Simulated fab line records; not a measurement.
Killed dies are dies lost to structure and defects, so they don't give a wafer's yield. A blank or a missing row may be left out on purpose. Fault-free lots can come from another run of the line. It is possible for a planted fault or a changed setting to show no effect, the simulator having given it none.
Which tool is to blame? / flow n5 finfet / 9 lots, 27 wafers sampled, at 6 steps of a route of 1938

== WHAT THE GAUGES READ, wafer by wafer ==
N5_BEOL_M0_SAQP_OVL_MEAS_41. Usual: M0_CUT1_OVL typically reads 0.1 nm, with standard deviation 0.63.
lot=L697; measured=day 6 00:04; on=overlay-01; M0_CUT1_OVL (nm)=-0.3 -0.2 -0.5; flag=
lot=L700; measured=day 7 06:46; on=overlay-01; M0_CUT1_OVL (nm)=0.2 -0.8 -0.3; flag=
lot=L701; measured=day 7 07:43; on=overlay-01; M0_CUT1_OVL (nm)=-0.1 -0.9 -1.3; flag=
lot=L702; measured=day 7 07:58; on=overlay-01; M0_CUT1_OVL (nm)=9.5 9.2 9.4; flag=OFF
lot=L703; measured=day 7 11:35; on=overlay-01; M0_CUT1_OVL (nm)=0.9 -0.3 -0.8; flag=
lot=L710; measured=day 9 13:40; on=overlay-01; M0_CUT1_OVL (nm)=10.0 9.5 9.4; flag=OFF
lot=L711; measured=day 9 18:05; on=overlay-02; M0_CUT1_OVL (nm)=0.4 -0.7 -0.4; flag=
lot=L712; measured=day 9 22:31; on=overlay-01; M0_CUT1_OVL (nm)=0.9 0.1 1.1; flag=
lot=L715; measured=day 10 16:28; on=overlay-02; M0_CUT1_OVL (nm)=-0.2 -0.5 -0.8; flag=

N5_BEOL_M4_RC_MEAS_101. Usual: DIBL_N 35.8 mV/V, standard deviation 1.6; DIBL_P 36.0 mV/V, standard deviation 1.9; IOFF_N 0.151 nA/um, standard deviation 0.029; IOFF_P 0.21 nA/um, standard deviation 0.037; ION_N 673 uA/um, standard deviation 12; ION_P 463 uA/um, standard deviation 7.3; SS_N 71.5 mV/dec, standard deviation 0.58; SS_P 73.2 mV/dec, standard deviation 0.61; VT_N 251 mV, standard deviation 3.3; VT_P -250 mV, standard deviation 3.3.
lot=L697; measured=day 7 23:23; on=prober-01; DIBL_N (mV/V)=34.9 36.3 36.6; DIBL_P (mV/V)=32.7 35.0 35.8; IOFF_N (nA/um)=0.118 0.145 0.162; IOFF_P (nA/um)=0.16 0.19 0.22; ION_N (uA/um)=658 676 675; ION_P (uA/um)=451 466 467; SS_N (mV/dec)=71.1 71.4 71.1; SS_P (mV/dec)=71.6 73.5 73.3; VT_N (mV)=255 252 247; VT_P (mV)=-254 -251 -248; flag=
lot=L700; measured=day 9 16:43; on=prober-02; DIBL_N (mV/V)=37.3 38.8 37.0; DIBL_P (mV/V)=36.7 38.8 36.2; IOFF_N (nA/um)=0.142 0.179 0.137; IOFF_P (nA/um)=0.21 0.25 0.20; ION_N (uA/um)=666 688 660; ION_P (uA/um)=465 468 461; SS_N (mV/dec)=71.2 72.3 71.1; SS_P (mV/dec)=72.9 73.8 72.8; VT_N (mV)=252 249 255; VT_P (mV)=-248 -248 -251; flag=
lot=L701; measured=day 9 14:28; on=prober-01; DIBL_N (mV/V)=34.5 35.4 36.9; DIBL_P (mV/V)=34.6 34.6 37.2; IOFF_N (nA/um)=0.125 0.136 0.161; IOFF_P (nA/um)=0.16 0.17 0.20; ION_N (uA/um)=674 672 676; ION_P (uA/um)=456 459 455; SS_N (mV/dec)=70.6 71.2 71.5; SS_P (mV/dec)=73.4 72.7 73.4; VT_N (mV)=254 253 252; VT_P (mV)=-256 -255 -249; flag=
lot=L702; measured=day 9 13:09; on=prober-02; DIBL_N (mV/V)=36.1 37.2 37.6; DIBL_P (mV/V)=36.8 37.7 38.2; IOFF_N (nA/um)=0.167 0.183 0.205; IOFF_P (nA/um)=0.26 0.29 0.31; ION_N (uA/um)=682 678 691; ION_P (uA/um)=469 469 478; SS_N (mV/dec)=71.8 71.8 72.7; SS_P (mV/dec)=73.0 73.2 73.7; VT_N (mV)=248 248 246; VT_P (mV)=-249 -244 -241; flag=
lot=L703; measured=day 10 04:25; on=prober-02; DIBL_N (mV/V)=37.0 38.3 37.5; DIBL_P (mV/V)=36.4 38.8 38.3; IOFF_N (nA/um)=0.145 0.186 0.174; IOFF_P (nA/um)=0.19 0.23 0.21; ION_N (uA/um)=670 682 689; ION_P (uA/um)=464 463 468; SS_N (mV/dec)=72.6 72.5 72.1; SS_P (mV/dec)=72.2 74.0 73.4; VT_N (mV)=251 250 249; VT_P (mV)=-251 -250 -249; flag=
lot=L710; measured=day 11 21:02; on=prober-02; DIBL_N (mV/V)=38.4 37.6 35.3; DIBL_P (mV/V)=38.4 36.6 34.5; IOFF_N (nA/um)=0.191 0.158 0.130; IOFF_P (nA/um)=0.24 0.20 0.18; ION_N (uA/um)=689 674 651; ION_P (uA/um)=473 455 448; SS_N (mV/dec)=71.1 71.8 71.3; SS_P (mV/dec)=73.7 73.1 73.1; VT_N (mV)=247 251 252; VT_P (mV)=-250 -252 -252; flag=
lot=L711; measured=day 12 12:33; on=prober-02; DIBL_N (mV/V)=36.8 38.9 37.2; DIBL_P (mV/V)=38.4 39.4 39.1; IOFF_N (nA/um)=0.179 0.191 0.189; IOFF_P (nA/um)=0.24 0.25 0.25; ION_N (uA/um)=691 688 680; ION_P (uA/um)=479 467 473; SS_N (mV/dec)=71.9 72.7 71.8; SS_P (mV/dec)=73.8 74.2 73.2; VT_N (mV)=248 248 246; VT_P (mV)=-248 -246 -246; flag=
lot=L712; measured=day 12 14:29; on=prober-02; DIBL_N (mV/V)=35.2 38.9 35.8; DIBL_P (mV/V)=33.6 39.2 35.5; IOFF_N (nA/um)=0.151 0.229 0.163; IOFF_P (nA/um)=0.21 0.31 0.24; ION_N (uA/um)=688 695 678; ION_P (uA/um)=470 476 470; SS_N (mV/dec)=71.8 71.9 72.0; SS_P (mV/dec)=73.0 74.0 73.4; VT_N (mV)=250 244 248; VT_P (mV)=-247 -245 -246; flag=
lot=L715; measured=day 12 20:47; on=prober-02; DIBL_N (mV/V)=35.8 33.0 35.1; DIBL_P (mV/V)=36.4 32.9 35.1; IOFF_N (nA/um)=0.151 0.107 0.144; IOFF_P (nA/um)=0.23 0.17 0.21; ION_N (uA/um)=665 649 672; ION_P (uA/um)=460 454 461; SS_N (mV/dec)=71.4 70.8 71.1; SS_P (mV/dec)=72.8 72.0 73.1; VT_N (mV)=251 252 252; VT_P (mV)=-247 -252 -250; flag=

== EACH LOT AND THE TOOL THAT RAN IT (in order: tool; ch and the chambers of the sampled wafers; start) ==
lot=L697; N5_BEOL_M0_SAQP_MANDREL_ETCH_103=rie si-01 ch 0,1,2, day 5 22:01; N5_BEOL_M0_SAQP_RECESS_109=vapor etch-02 ch 0,1, day 5 22:43; N5_BEOL_M0_SAQP_EXPOSE_37=euv scanner-02 ch 0, day 5 23:55; N5_BEOL_M0_SAQP_DESCUM_45=rie diel-05 ch 0,1, day 6 00:10
lot=L700; N5_BEOL_M0_SAQP_MANDREL_ETCH_103=rie si-05 ch 0,2,3, day 7 03:44; N5_BEOL_M0_SAQP_RECESS_109=vapor etch-01 ch 0,1, day 7 04:25; N5_BEOL_M0_SAQP_EXPOSE_37=euv scanner-02 ch 0, day 7 06:36; N5_BEOL_M0_SAQP_DESCUM_45=rie diel-06 ch 0,1, day 7 06:52
lot=L701; N5_BEOL_M0_SAQP_MANDREL_ETCH_103=rie si-01 ch 0,2, day 7 05:32; N5_BEOL_M0_SAQP_RECESS_109=vapor etch-01 ch 0,1, day 7 06:31; N5_BEOL_M0_SAQP_EXPOSE_37=euv scanner-02 ch 0, day 7 07:34; N5_BEOL_M0_SAQP_DESCUM_45=rie diel-06 ch 1,2,3, day 7 07:48
lot=L702; N5_BEOL_M0_SAQP_MANDREL_ETCH_103=rie si-01 ch 0,2,3, day 7 06:02; N5_BEOL_M0_SAQP_RECESS_109=vapor etch-01 ch 0,1, day 7 06:46; N5_BEOL_M0_SAQP_EXPOSE_37=euv scanner-02 ch 0, day 7 07:49; N5_BEOL_M0_SAQP_DESCUM_45=rie diel-01 ch 2,3, day 7 08:03
lot=L703; N5_BEOL_M0_SAQP_MANDREL_ETCH_103=rie si-05 ch 2,3, day 7 09:28; N5_BEOL_M0_SAQP_RECESS_109=vapor etch-01 ch 0,1, day 7 10:10; N5_BEOL_M0_SAQP_EXPOSE_37=euv scanner-01 ch 0, day 7 11:25; N5_BEOL_M0_SAQP_DESCUM_45=rie diel-01 ch 1,2,3, day 7 11:48
lot=L710; N5_BEOL_M0_SAQP_MANDREL_ETCH_103=rie si-05 ch 1,2,3, day 9 10:59; N5_BEOL_M0_SAQP_RECESS_109=vapor etch-01 ch 0,1, day 9 11:41; N5_BEOL_M0_SAQP_EXPOSE_37=euv scanner-02 ch 0, day 9 13:31; N5_BEOL_M0_SAQP_DESCUM_45=rie diel-05 ch 0,1,3, day 9 13:47
lot=L711; N5_BEOL_M0_SAQP_MANDREL_ETCH_103=rie si-01 ch 1,2,3, day 9 15:53; N5_BEOL_M0_SAQP_RECESS_109=vapor etch-01 ch 0, day 9 16:34; N5_BEOL_M0_SAQP_EXPOSE_37=euv scanner-01 ch 0, day 9 17:55; N5_BEOL_M0_SAQP_DESCUM_45=rie diel-05 ch 1,3, day 9 18:11
lot=L712; N5_BEOL_M0_SAQP_MANDREL_ETCH_103=rie si-01 ch 0,3, day 9 20:25; N5_BEOL_M0_SAQP_RECESS_109=vapor etch-01 ch 0,1, day 9 21:10; N5_BEOL_M0_SAQP_EXPOSE_37=euv scanner-01 ch 0, day 9 22:21; N5_BEOL_M0_SAQP_DESCUM_45=rie diel-01 ch 0,1,2, day 9 23:13
lot=L715; N5_BEOL_M0_SAQP_MANDREL_ETCH_103=rie si-05 ch 1,3, day 10 12:25; N5_BEOL_M0_SAQP_RECESS_109=vapor etch-02 ch 0,1, day 10 13:07; N5_BEOL_M0_SAQP_EXPOSE_37=euv scanner-01 ch 0, day 10 16:19; N5_BEOL_M0_SAQP_DESCUM_45=rie diel-06 ch 2,3, day 10 16:34
- N5_BEOL_M0_SAQP_MANDREL_ETCH_103: etches a-Si in HBr/Cl2, stops on SiCN, target depth 45 nm, bt time 10 s, time 27 s.
- N5_BEOL_M0_SAQP_RECESS_109: chemistry HF/NH3, target SiO2, target depth 3 nm, afs cycles 1, sublimation time 60 s.
- N5_BEOL_M0_SAQP_EXPOSE_37: exposes mask M0 CUT1, target cd 30 nm.
- N5_BEOL_M0_SAQP_DESCUM_45: chemistry O2, time 7 s.

== AS READ BY THE TOOLS THEMSELVES (means over the sampled wafers that have a number; for cases with no such wafer, the mark the record gives instead) ==
N5_BEOL_M0_SAQP_MANDREL_ETCH_103. Usual: drypump motor current A 5.7 A, standard deviation 0.46; he backside leak sccm 2.74 sccm, standard deviation 0.2; oes product au 0.686 a.u., standard deviation 0.013; rf fwd power W 794.7 W, standard deviation 2.5; throttle valve pct 35.5 %, standard deviation 0.35.
lot=L697; tool=rie si-01; drypump motor current A (A)=5.5; he backside leak sccm (sccm)=2.85; oes product au (a.u.)=0.686; rf fwd power W (W)=791.5; throttle valve pct (%)=35.6; flag=
lot=L700; tool=rie si-05; drypump motor current A (A)=5.4; he backside leak sccm (sccm)=2.71; oes product au (a.u.)=0.678; rf fwd power W (W)=794.8; throttle valve pct (%)=35.6; flag=
lot=L701; tool=rie si-01; drypump motor current A (A)=5.5; he backside leak sccm (sccm)=2.71; oes product au (a.u.)=0.686; rf fwd power W (W)=794.1; throttle valve pct (%)=35.4; flag=
lot=L702; tool=rie si-01; drypump motor current A (A)=5.7; he backside leak sccm (sccm)=2.83; oes product au (a.u.)=0.682; rf fwd power W (W)=795.9; throttle valve pct (%)=35.2; flag=
lot=L703; tool=rie si-05; drypump motor current A (A)=5.2; he backside leak sccm (sccm)=2.61; oes product au (a.u.)=0.674; rf fwd power W (W)=796.7; throttle valve pct (%)=35.5; flag=
lot=L710; tool=rie si-05; drypump motor current A (A)=5.6; he backside leak sccm (sccm)=2.62; oes product au (a.u.)=0.684; rf fwd power W (W)=794.3; throttle valve pct (%)=35.5; flag=
lot=L711; tool=rie si-01; drypump motor current A (A)=5.7; he backside leak sccm (sccm)=2.61; oes product au (a.u.)=0.690; rf fwd power W (W)=796.6; throttle valve pct (%)=35.4; flag=
lot=L712; tool=rie si-01; drypump motor current A (A)=6.1; he backside leak sccm (sccm)=2.57; oes product au (a.u.)=0.684; rf fwd power W (W)=796.8; throttle valve pct (%)=35.3; flag=
lot=L715; tool=rie si-05; drypump motor current A (A)=5.7; he backside leak sccm (sccm)=2.61; oes product au (a.u.)=0.686; rf fwd power W (W)=794.8; throttle valve pct (%)=35.4; flag=

N5_BEOL_M0_SAQP_RECESS_109. Usual: drypump motor current A 5.5 A, standard deviation 0.48.
lot=L697; tool=vapor etch-02; drypump motor current A (A)=6.1; flag=
lot=L700; tool=vapor etch-01; drypump motor current A (A)=5.1; flag=
lot=L701; tool=vapor etch-01; drypump motor current A (A)=5.1; flag=
lot=L702; tool=vapor etch-01; drypump motor current A (A)=5.3; flag=
lot=L703; tool=vapor etch-01; drypump motor current A (A)=5.3; flag=
lot=L710; tool=vapor etch-01; drypump motor current A (A)=5.3; flag=
lot=L711; tool=vapor etch-01; drypump motor current A (A)=5.0; flag=
lot=L712; tool=vapor etch-01; drypump motor current A (A)=5.3; flag=
lot=L715; tool=vapor etch-02; drypump motor current A (A)=6.1; flag=

N5_BEOL_M0_SAQP_DESCUM_45. Usual: drypump motor current A 5.9 A, standard deviation 0.37; oes product au 0.76 a.u., standard deviation 0.059; rf fwd power W 49.31 W, standard deviation 0.22; rf vpp V 243.2 V, standard deviation 1.6; showerhead plenum p Torr 2.10 Torr, standard deviation 0.087; throttle valve pct 20.39 %, standard deviation 0.24.
lot=L697; tool=rie diel-05; drypump motor current A (A)=5.9; oes product au (a.u.)=0.74; rf fwd power W (W)=49.41; rf vpp V (V)=242.5; showerhead plenum p Torr (Torr)=1.99; throttle valve pct (%)=20.20; flag=
lot=L700; tool=rie diel-06; drypump motor current A (A)=5.5; oes product au (a.u.)=0.81; rf fwd power W (W)=49.28; rf vpp V (V)=242.6; showerhead plenum p Torr (Torr)=2.08; throttle valve pct (%)=20.54; flag=
lot=L701; tool=rie diel-06; drypump motor current A (A)=6.1; oes product au (a.u.)=0.79; rf fwd power W (W)=49.64; rf vpp V (V)=243.3; showerhead plenum p Torr (Torr)=2.12; throttle valve pct (%)=20.38; flag=
lot=L702; tool=rie diel-01; drypump motor current A (A)=6.2; oes product au (a.u.)=0.73; rf fwd power W (W)=49.40; rf vpp V (V)=242.7; showerhead plenum p Torr (Torr)=2.05; throttle valve pct (%)=20.25; flag=
lot=L703; tool=rie diel-01; drypump motor current A (A)=6.1; oes product au (a.u.)=0.75; rf fwd power W (W)=49.56; rf vpp V (V)=243.6; showerhead plenum p Torr (Torr)=2.12; throttle valve pct (%)=20.21; flag=
lot=L710; tool=rie diel-05; drypump motor current A (A)=5.8; oes product au (a.u.)=0.72; rf fwd power W (W)=49.21; rf vpp V (V)=242.7; showerhead plenum p Torr (Torr)=2.05; throttle valve pct (%)=20.41; flag=
lot=L711; tool=rie diel-05; drypump motor current A (A)=5.9; oes product au (a.u.)=0.71; rf fwd power W (W)=49.06; rf vpp V (V)=244.1; showerhead plenum p Torr (Torr)=2.10; throttle valve pct (%)=20.39; flag=
lot=L712; tool=rie diel-01; drypump motor current A (A)=6.1; oes product au (a.u.)=0.77; rf fwd power W (W)=49.40; rf vpp V (V)=242.9; showerhead plenum p Torr (Torr)=2.13; throttle valve pct (%)=20.31; flag=
lot=L715; tool=rie diel-06; drypump motor current A (A)=6.3; oes product au (a.u.)=0.73; rf fwd power W (W)=49.24; rf vpp V (V)=243.3; showerhead plenum p Torr (Torr)=2.10; throttle valve pct (%)=20.48; flag=

== THE ANSWER, worked out from the rows above alone ==
Rule: lot off if the mean of its wafers having a number is beyond 3 standard deviations from the usual mean. A lot without any number at a reading at which 4 lots or more have one is off too. All remaining lots with rows at the step are treated as sound. First the gauges in route order, then the tools' own readings, where a lot's mean is used as printed above. The first step at which some lot is off is used, and at that step the reading that is off furthest; a lot without a number counts as furthest.
Off: L702, L710, seen at N5_BEOL_M0_SAQP_OVL_MEAS_41 (M0_CUT1_OVL).
A tool fits if, at a process step before that reading, it ran every lot that is off, and no sound lot after the first of them. The gauges at N5_BEOL_M0_SAQP_OVL_MEAS_41 are tried like those tools. One fits: euv scanner-02 at N5_BEOL_M0_SAQP_EXPOSE_37. A fault onset in the window from L701 (day 7 07:34, its last sound lot) to L702 (day 7 07:49, its first lot off) fits.

== WHAT THE SIMULATOR PUT IN ==
Scanner matching overlay: euv scanner-02, from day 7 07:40 on, at N5_BEOL_M0_SAQP_EXPOSE_37. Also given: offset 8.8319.
Struck lots among those shown: L702, L710. Same finding as the rule above.
